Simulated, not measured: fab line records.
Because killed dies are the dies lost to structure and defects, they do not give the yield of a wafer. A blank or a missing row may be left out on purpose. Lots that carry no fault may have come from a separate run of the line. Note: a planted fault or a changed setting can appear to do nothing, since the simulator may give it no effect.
Split-lot trial	flow n5 finfet	21 wafers read across 7 lots, on a route 1938 steps long

## THE SPLIT ITSELF
At N5_DUMMY_GATE_COAT_28 (time 60 s, resist thk 10 nm), the setting spin rpm was moved away from the recipe's 1500 rpm on 8 of the 21 wafers read, by -9.3% to +8.7%. The other wafers ran this setting at the recipe's value.

Reading taken at the split's own step.

## THE READING
underlayer_of_DUMMY_GATE_COAT_28.thk nm (the simulator's own value, which no gauge read), in nm, at N5_DUMMY_GATE_COAT_28 (time 60 s, resist thk 10 nm). The file does not state a usual value for it.

wafer	tool, chamber at the split	spin rpm as run, rpm	against the recipe	underlayer_of_DUMMY_GATE_COAT_28.thk nm, nm	against lot-mates on the recipe
L074.2	litho track-04, 0	1500	recipe	10	-
L074.4	litho track-04, 0	1500	recipe	10	-
L074.6	litho track-04, 0	1500	recipe	10	-
L075.2	litho track-05, 0	1365	-9.0%	10.4	+0.4
L075.5	litho track-05, 0	1365	-9.0%	10.4	+0.4
L075.6	litho track-05, 0	1500	recipe	10	-
L080.1	litho track-05, 0	1500	recipe	10	-
L080.5	litho track-05, 0	1500	recipe	10	-
L080.4	litho track-05, 0	1360	-9.3%	10.4	+0.4
L086.2	litho track-04, 0	1500	recipe	10	-
L086.4	litho track-04, 0	1500	recipe	10	-
L086.5	litho track-04, 0	1588	+5.9%	9.8	-0.2
L087.1	litho track-01, 0	1600	+6.7%	9.6	-0.4
L087.2	litho track-01, 0	1500	recipe	10	-
L087.6	litho track-01, 0	1500	recipe	10	-
L095.1	litho track-05, 0	1631	+8.7%	9.6	no lot-mate on the recipe
L095.2	litho track-05, 0	1631	+8.7%	9.6	no lot-mate on the recipe
L095.4	litho track-05, 0	1631	+8.7%	9.6	no lot-mate on the recipe
L096.1	litho track-04, 0	1500	recipe	10	-
L096.2	litho track-04, 0	1500	recipe	10	-
L096.4	litho track-04, 0	1500	recipe	10	-

FIT RESULTS
A straight line over all 21 wafers: underlayer_of_DUMMY_GATE_COAT_28.thk nm changes by -0.0453 nm for each +1% of spin rpm; r = -0.99; the points scatter about the line by 0.027 nm.
The same after taking each lot's own level away (the mean of its wafers on the recipe; 18 wafers): -0.0452 nm for each +1%; r = -0.99; scatter 0.03 nm.
On that fit, the largest move of spin rpm shifts the reading by 0.42 nm.
The lots' own levels span 10.00 to 10.00 nm.
The two slopes are in agreement: the lot-to-lot level therefore moves the slope only a little.
Check: for one of the wafers moved furthest among these (-9.3%), held out of the fit, the line's prediction against its lot-mates is +0.425 nm. Against them it came out at +0.4 nm.

## THESE WAFERS: OTHER SPLITS
Before the reading, these wafers also passed through other splits. Each is held against what the fit with the lots' levels taken away leaves over:
other split on the same wafers	wafers away from the commonest value	r with underlayer_of_DUMMY_GATE_COAT_28.thk nm (lot level and that fit taken away)
N5_WELL_APT_EXPOSE_05 dose mj	7	-0.04
N5_WELL_APT_DEVELOP_07 develop time s	7	+0.01
N5_PMOS_HMC_CHANNEL_EPI_COAT_31 spin rpm	10	+0.25
N5_PMOS_HMC_CHANNEL_EPI_PEB_07 peb temp c	4	-0.38
N5_FIN_SAQP_FIN_ETCH_36 icp w	6	-0.03
N5_DUMMY_GATE_COAT_34 spin rpm	6	-0.01

## THE FILE'S OWN FIT
underlayer_of_DUMMY_GATE_COAT_28.thk nm changes by -0.0452 nm for each +1% of spin rpm, r = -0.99.
